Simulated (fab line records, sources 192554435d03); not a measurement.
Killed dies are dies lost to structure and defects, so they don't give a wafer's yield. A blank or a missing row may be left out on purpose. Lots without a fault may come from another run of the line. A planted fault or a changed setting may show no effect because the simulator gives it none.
A struck lot beside a sound one | flow n5_finfet | 19 steps out of a route of 1938
Sound: wafers L744.1, L744.2, L744.4. Struck: wafer L756.6. (L756.5 of the same lot was not struck and is left out.) The cause comes at the end.
At each step with rows: each side's tool, then ch and its chambers, then its first start. Under that, the readings that differ: sound wafers | struck wafers | difference of the means | sigmas: that difference in standard deviations of wafers without a fault.
alike: readings whose means differ by less than 2 such deviations, and words and numbers that are the same on both sides. not compared: withheld readings, readings that some wafer has no value for, bounds like >300 that may hide the same value, and numbers for which the record gives no deviation and whose values overlap.
The two part at a step that has a row with sigmas, a row that says differs or no value, or rows on one side only. Numbers that don't overlap but have no deviation are shown without sigmas and don't part them. A reading that every wafer of one side lacks parts them only if that side has two wafers or more.

first, 7 steps without rows for these wafers: N5_SD_EPI_N_COAT_33 (time 60 s, resist thk 35 nm); N5_SD_EPI_N_COAT_03 (resist thk 150 nm); N5_SD_EPI_N_EBR_05; N5_SD_EPI_N_SOFTBAKE_04 (time 60 s); N5_SD_EPI_N_EXPOSE_06 (exposes mask SD N BLK, target cd 120 nm); N5_SD_EPI_N_PEB_07 (peb time 60 s); N5_SD_EPI_N_DEVELOP_08 (develop time 30 s).
N5_SD_EPI_N_CD_MEAS_09: target cd 120 nm.
  sound on cd_sem-03 ch 0, day 3 06:40; struck on cd_sem-03 ch 0, day 6 08:24
  reading    | sound             | struck | difference | sigmas
  cd_nm (nm) | 120.7 121.1 120.1 | 119.4  | -1.2       | -2
N5_SD_EPI_N_OVL_MEAS_10:
  sound on overlay-01 ch 0, day 3 06:42; struck on overlay-01 ch 0, day 6 08:25
  alike: SD_N_BLK_OVL
N5_SD_EPI_N_INSPECT_11: inspects for defects (macro).
  sound on defect_inspect-01, day 3 06:43; struck on defect_inspect-02, day 6 08:27
  reading          | sound | struck | difference | sigmas
  raw_defect_count | 1 2 0 | 6      | +5         | +3
N5_SD_EPI_N_DESCUM_14: chemistry O2, time 7.9 s.
  sound on rie_diel-03 ch 0,2,3, day 3 06:46; struck on rie_diel-04 ch 3, day 6 08:59
  alike: drypump_motor_current_A, oes_product_au, rf_vpp_V, showerhead_plenum_p_Torr, throttle_valve_pct
  not compared: rf_hours_counter_h
N5_SD_EPI_N_ETCH_34: etches SiARC in CF4, target depth 45.5 nm, time 75.8 s.
  sound on rie_diel-03 ch 0,2,3, day 3 06:47; struck on rie_diel-04 ch 3, day 6 09:02
  reading              | sound           | struck | difference | sigmas
  cf4_flow_sccm (sccm) | 100.1 99.5 99.6 | 100.9  | +1.2       | +4
  alike: drypump_motor_current_A, etch_rf_on_time_s, oes_product_au, rf_vpp_V, showerhead_plenum_p_Torr, throttle_valve_pct
  not compared: rf_hours_counter_h
N5_SD_EPI_N_ETCH_35: etches SOC in N2/H2, overetch 108 nm, time 486 s.
  sound on rie_diel-03 ch 0,2,3, day 3 06:51; struck on rie_diel-04 ch 3, day 6 09:13
  reading                                     | sound          | struck | difference | sigmas
  model.SiARC_of_SD_EPI_N_COAT_33.thk_nm (nm) | 19.8 19.8 20.4 | 19.4   | -0.6       |
  alike: drypump_motor_current_A, oes_product_au, rf_vpp_V, showerhead_plenum_p_Torr, throttle_valve_pct
  not compared: rf_hours_counter_h
then, 1 step without rows for these wafers: N5_SD_EPI_N_STRIP_36 (strips in N2/H2).
N5_SD_EPI_N_ETCHBACK_44: etches SiNx in CH3F/O2, stops on SiO2, target depth 14.5 nm.
  sound on rie_diel-03 ch 0,2,3, day 3 07:10; struck on rie_diel-04 ch 3, day 6 09:26
  alike: drypump_motor_current_A, oes_product_au, rf_vpp_V, showerhead_plenum_p_Torr, throttle_valve_pct
  not compared: rf_hours_counter_h
N5_SD_EPI_N_ETCH_45: etches SiOCN in CH3F/O2, target depth 6 nm.
  sound on rie_diel-03 ch 0,2,3, day 3 07:16; struck on rie_diel-04 ch 3, day 6 09:32
  reading      | sound             | struck | difference | sigmas
  rf_vpp_V (V) | 127.8 127.8 128.0 | 125.5  | -2.4       | -3
  alike: drypump_motor_current_A, oes_product_au, showerhead_plenum_p_Torr, throttle_valve_pct
  not compared: rf_hours_counter_h
N5_SD_EPI_N_ETCH_16: etches SiO2 in CHF3/O2, target depth 5 nm.
  sound on rie_diel-03 ch 0,2,3, day 3 07:22; struck on rie_diel-04 ch 3, day 6 09:37
  alike: drypump_motor_current_A, oes_product_au, rf_vpp_V, showerhead_plenum_p_Torr, throttle_valve_pct
  not compared: rf_hours_counter_h, model.SiARC_of_SD_EPI_N_COAT_33.thk_nm
then, 1 step without rows for these wafers: N5_SD_EPI_N_STRIP_47 (strips in CHF3/O2).
-- the record jumps here: 5 days lie between the struck wafers' starts before and after (it left off in module SD_EPI_N and takes up again in module BEOL_M4, whose first step shown is number 1111 of the route) --
N5_BEOL_M4_RC_MEAS_101:
  sound on prober-02 ch 0, day 8 03:44; struck on prober-02 ch 0, day 11 14:39
  reading        | sound             | struck | difference | sigmas
  DIBL_N (mV/V)  | 35.2 36.0 36.6    | 38.7   | +2.8       | +2
  DIBL_P (mV/V)  | 33.6 34.6 34.5    | 39.2   | +5.0       | +3
  IOFF_N (nA/um) | 0.146 0.151 0.158 | 0.201  | +0.049     | +2
  alike: IOFF_P, ION_N, ION_P, SS_N, SS_P, VT_N, VT_P

WHERE THEY PART
First at N5_SD_EPI_N_CD_MEAS_09; last, within this record, at N5_BEOL_M4_RC_MEAS_101.

WHY: what the simulator had put in
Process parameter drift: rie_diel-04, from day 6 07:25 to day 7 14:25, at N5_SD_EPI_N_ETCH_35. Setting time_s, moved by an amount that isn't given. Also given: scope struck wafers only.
